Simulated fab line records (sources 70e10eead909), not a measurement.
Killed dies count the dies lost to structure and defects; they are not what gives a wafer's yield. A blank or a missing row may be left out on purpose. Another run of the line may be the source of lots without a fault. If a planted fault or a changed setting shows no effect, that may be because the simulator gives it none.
Problem report, 8D (eight disciplines) form, completed by code + flow nand harc + the parts of the form that need people (team, actions taken, sign-off) are left out

1. WHAT WENT WRONG
Wafers without a fault read 38.9 s, standard deviation 0.4; run length s at NHARC_A_WL_FILL_ETCHBACK_16 reads a mean of 26.5 s on 9 wafers belonging to 3 lots. Measured from the usual mean, that is -31 standard deviations.
The step: etches the open film in C4F8/O2/Ar, target depth 88 nm, time 17.6 s.
Seen first at day 17 15:16 on rie diel-05, wafer L544.1. At this step, 45 wafers from 15 lots have a number in the record. The rule behind "out" and "out of limits": a value lying over 4 standard deviations away from the usual mean. All remaining wafers that have a number are taken as sound.

2. WHAT IT IS AND WHAT IT IS NOT
| question                    | is                     | is not                                                                                                   |
|-----------------------------|------------------------|----------------------------------------------------------------------------------------------------------|
| which readings at this step | run length s           | oes product au                                                                                           |
| which lots                  | L544, L546, L547       | L536, L537, L538, L539, L540, L552, L553, L554, L555, L556, L558, L559                                   |
| which wafers of those lots  | all that have a number | -                                                                                                        |
| read on which tools         | rie diel-05            | rie diel-08, rie diel-12                                                                                 |
| when                        | from day 17 15:16      | up to then (15 sound wafers); but 21 sound wafers of L552, L553, L554, L555, L556, L558, L559 came after |

3. WHAT RULES OUT EACH SUSPECT
Counting: a tool at a process step up to the reading stays a suspect if it ran every lot that is out and no sound lot after the first of them.
- rie metal-01 at NHARC_A_WL_FILL_ETCHBACK_04 (etches the open film in NF3, target depth 60 nm, time 120 s): ruled out as a lasting fault. Following L544 (day 17 03:56), the first lot on it that is out, the sound lots L555, L558 were run on it.
- rie diel-05 at NHARC_A_WL_FILL_ETCHBACK_16 (etches the open film in C4F8/O2/Ar, target depth 88 nm, time 17.6 s): ruled out as a lasting fault. Following L544 (day 17 15:16), the first lot on it that is out, the sound lots L558 were run on it.
Left after counting: nothing in the record.

4. THE CAUSE (what the simulator had put in)
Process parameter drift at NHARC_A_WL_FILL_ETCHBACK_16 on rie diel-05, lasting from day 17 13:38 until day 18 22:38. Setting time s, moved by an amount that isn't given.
Counting ruled it out, wrongly.

5. THE EFFECT CHAIN, in route order
Each row: a reading whose mean over the struck wafers that have a number lies more than 3 standard deviations from the usual. Only readings for which the record gives a usual standard deviation are gone through. hours: the time from each lot's start at the first step in this table that gives one to its start at this step, as a median over the lots. sigmas: the change in usual standard deviations.
| hours | step                        | reading      | usual  | on struck wafers | change | sigmas |
|-------|-----------------------------|--------------|--------|------------------|--------|--------|
| 0     | NHARC_A_WL_FILL_ETCHBACK_16 | run length s | 38.9 s | 26.5             | -12.4  | -31    |
The process steps in it:
- NHARC_A_WL_FILL_ETCHBACK_16: etches the open film in C4F8/O2/Ar, target depth 88 nm, time 17.6 s.

6. HOW IT WOULD HAVE BEEN CAUGHT EARLIER
2 hours passed between the start of the fault at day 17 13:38 and the first reading out of limits in this record, taken at day 17 15:16.
